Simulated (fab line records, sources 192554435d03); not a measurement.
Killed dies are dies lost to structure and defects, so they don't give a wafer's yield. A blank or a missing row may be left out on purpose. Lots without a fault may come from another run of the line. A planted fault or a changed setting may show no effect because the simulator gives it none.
Chamber matching | flow n5_finfet | N5_BEOL_M2_ETCH_74 on rie_diel-01: 4 sister chambers
The step etches underlayer in N2/H2, target depth 6.5 nm, time 5.2 s. 14 wafers are shown with their chamber, then 7 later ones without.

WAFERS WITH THEIR CHAMBER
wafer  | chamber | showerhead_plenum_p_Torr (Torr) | throttle_valve_pct (%) | drypump_motor_current_A (A)
L074.2 | 3       | 2.48                            | 17.8                   | 5.2
L074.4 | 1       | 2.60                            | 17.5                   | 5.5
L074.5 | 2       | 2.53                            | 18.4                   | 5.8
L077.2 | 2       | 2.53                            | 18.4                   | 5.7
L077.3 | 3       | 2.48                            | 17.8                   | 5.2
L077.6 | 1       | 2.59                            | 17.5                   | 5.6
L080.2 | 1       | 2.59                            | 17.5                   | 5.6
L080.3 | 2       | 2.53                            | 18.5                   | 5.7
L080.6 | 1       | 2.59                            | 17.5                   | 5.6
L092.1 | 1       | 2.58                            | 17.6                   | 5.6
L092.2 | 0       | 2.46                            | 17.5                   | 5.1
L092.6 | 1       | 2.58                            | 17.6                   | 5.6
L093.1 | 0       | 2.46                            | 17.5                   | 5.1
L093.3 | 1       | 2.58                            | 17.6                   | 5.6

SIGNATURES (means of the wafers above)
reading                  | chamber 0 | chamber 1 | chamber 2 | chamber 3 | scatter within a chamber
showerhead_plenum_p_Torr | 2.4600    | 2.5871    | 2.5300    | 2.4800    | 0.00586
throttle_valve_pct       | 17.500    | 17.543    | 18.433    | 17.800    | 0.0488
drypump_motor_current_A  | 5.100     | 5.586     | 5.733     | 5.200     | 0.039
Rule: a wafer's distance from a chamber is the root of the sum, over the readings, of the square of ((its reading less the chamber's mean) divided by the reading's scatter). The wafer belongs to the nearest chamber; if the next one is less than 2 further off, it can't be placed. The scatter: the root of (the sum of the squares of (reading less its chamber's mean) over the shown wafers, divided by (wafers less chambers)).

WAFERS WITHOUT THEIR CHAMBER
wafer  | showerhead_plenum_p_Torr (Torr) | throttle_valve_pct (%) | drypump_motor_current_A (A)
L093.4 | 2.47                            | 17.8                   | 5.2
L094.1 | 2.58                            | 17.6                   | 5.5
L094.5 | 2.58                            | 17.6                   | 5.5
L094.6 | 2.46                            | 17.8                   | 5.2
L095.2 | 2.58                            | 17.6                   | 5.6
L095.3 | 2.52                            | 18.1                   | 5.8
L095.5 | 2.52                            | 18.1                   | 5.8

WHICH CHAMBER EACH WENT THROUGH
wafer  | from the rows above | in truth
L093.4 | 3                   | 3
L094.1 | 1                   | 1
L094.5 | 1                   | 1
L094.6 | 3                   | 3
L095.2 | 1                   | 1
L095.3 | 2                   | 2
L095.5 | 2                   | 2
Placed correctly: 7 of 7. Can't be placed from these rows: 0. Placed wrongly: 0.
